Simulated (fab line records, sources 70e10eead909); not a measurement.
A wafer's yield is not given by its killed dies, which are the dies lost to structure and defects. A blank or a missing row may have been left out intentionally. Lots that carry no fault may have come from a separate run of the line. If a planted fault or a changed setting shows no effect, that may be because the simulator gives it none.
Chamber matching + flow nand-harc + NHARC_P_M0_DEP_32 on pecvd-04 has 3 sister chambers
The step deposits SiCN, target thk 30 nm. 6 wafers are shown with their chamber, then 7 later ones without.

## WAFERS, EACH WITH ITS CHAMBER
| wafer  | chamber | heater-power-w (W) |
|--------|---------|--------------------|
| L077.4 | 1       | 577                |
| L081.1 | 2       | 525                |
| L081.3 | 0       | 514                |
| L081.4 | 1       | 593                |
| L080.2 | 2       | 534                |
| L080.5 | 0       | 544                |

## WAFERS WITHOUT THEIR CHAMBER
| wafer  | heater-power-w (W) |
|--------|--------------------|
| L080.6 | 498                |
| L083.1 | 469                |
| L083.4 | 475                |
| L083.6 | 624                |
| L097.2 | 520                |
| L097.3 | 603                |
| L097.5 | 603                |

## WHICH CHAMBER EACH WENT THROUGH
| wafer  | from the rows above     | in truth |
|--------|-------------------------|----------|
| L080.6 | can't be placed: 0 or 2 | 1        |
| L083.1 | can't be placed: 0 or 2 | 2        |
| L083.4 | can't be placed: 0 or 2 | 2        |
| L083.6 | 1                       | 1        |
| L097.2 | can't be placed: 0 or 2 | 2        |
| L097.3 | 1                       | 1        |
| L097.5 | 1                       | 1        |
Placed correctly: 3 of 7. These rows do not allow placing 4 (true chamber among the candidates in 3). Wrongly placed: 0.
How it was worked out, from the rows above alone: a wafer's distance from a chamber is the root of the sum, over the readings, of the square of ((its reading less the chamber's mean) divided by the reading's scatter). The wafer belongs to the nearest chamber; if the next one is less than 2 further off, it can't be placed. For every chamber, the mean is computed from those of its wafers that are shown. The scatter is the square root of a quotient: the sum, over the shown wafers, of each reading's squared deviation from its chamber's mean, divided by wafers minus chambers.
